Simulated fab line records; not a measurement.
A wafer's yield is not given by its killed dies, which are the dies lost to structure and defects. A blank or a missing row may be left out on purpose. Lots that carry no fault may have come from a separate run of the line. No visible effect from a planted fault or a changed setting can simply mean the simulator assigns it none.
Chamber matching    flow n5Finfet    N5_BEOL_M1_ETCH_64 on rieDiel-06 has 4 sister chambers
The step etches SOC in N2/H2, target depth 75 nm, overetch 15 nm, time 112.5 s. 24 wafers are shown with their chamber, then 12 later ones without.

== WAFERS WITH THEIR CHAMBER ==
wafer   chamber  showerheadPlenumPTorr (Torr)  drypumpMotorCurrentA (A)  throttleValvePct (%)
L075.3  3        2.41                          5.2                       17.72
L075.4  1        2.62                          5.7                       17.57
L075.5  3        2.41                          5.2                       17.72
L078.1  2        2.45                          6.8                       17.87
L078.3  0        2.63                          5.7                       17.74
L078.4  3        2.41                          5.2                       17.71
L081.1  0        2.63                          5.7                       17.74
L081.3  3        2.41                          5.2                       17.74
L081.6  0        2.63                          5.7                       17.75
L082.1  1        2.62                          5.7                       17.59
L082.3  2        2.45                          6.7                       17.89
L082.4  0        2.63                          5.7                       17.75
L083.2  0        2.63                          5.7                       17.76
L083.3  3        2.40                          5.1                       17.72
L083.6  1        2.62                          5.7                       17.60
L085.1  3        2.40                          5.2                       17.75
L085.2  2        2.45                          6.7                       17.91
L085.6  0        2.63                          5.7                       17.76
L086.3  1        2.61                          5.7                       17.63
L086.4  0        2.63                          5.7                       17.75
L086.5  0        2.63                          5.7                       17.76
L087.3  2        2.45                          6.8                       17.90
L087.4  3        2.40                          5.2                       17.75
L087.5  2        2.45                          6.7                       17.89

SIGNATURES (means of the wafers above)
reading                chamber 0  chamber 1  chamber 2  chamber 3  scatter within a chamber
showerheadPlenumPTorr  2.6300     2.6175     2.4500     2.4057     0.00351
drypumpMotorCurrentA   5.700      5.700      6.740      5.186      0.0321
throttleValvePct       17.7512    17.5975    17.8920    17.7300    0.0156
Rule: for each reading, subtract the chamber's mean from the wafer's reading, divide by that reading's scatter and square the result; add these up over the readings and take the root, which gives the wafer's distance from the chamber. If the next closest chamber is less than 2 further off than the closest, the wafer can't be placed; otherwise it belongs to the closest. How the scatter is found: for the shown wafers, subtract from each reading the mean of its chamber, square and add these, divide the total by (wafers less chambers), then take the root.

== WAFERS WITHOUT THEIR CHAMBER ==
wafer   showerheadPlenumPTorr (Torr)  drypumpMotorCurrentA (A)  throttleValvePct (%)
L088.1  2.61                          5.7                       17.63
L088.2  2.40                          5.2                       17.76
L088.5  2.40                          5.2                       17.73
L089.2  2.63                          5.7                       17.75
L089.5  2.61                          5.7                       17.61
L089.6  2.45                          6.7                       17.92
L095.4  2.62                          5.7                       17.78
L095.5  2.40                          5.2                       17.79
L095.6  2.44                          6.8                       17.93
L097.2  2.62                          5.7                       17.82
L097.4  2.39                          5.2                       17.78
L097.5  2.60                          5.7                       17.66

== THE CHAMBER EACH PASSED THROUGH ==
wafer   from the rows above  in truth
L088.1  1                    1
L088.2  3                    3
L088.5  3                    3
L089.2  0                    0
L089.5  1                    1
L089.6  2                    2
L095.4  0                    0
L095.5  3                    3
L095.6  2                    2
L097.2  0                    0
L097.4  3                    3
L097.5  1                    1
12 of 12 placed correctly. Not placeable from these rows: 0. Placed wrongly: 0.
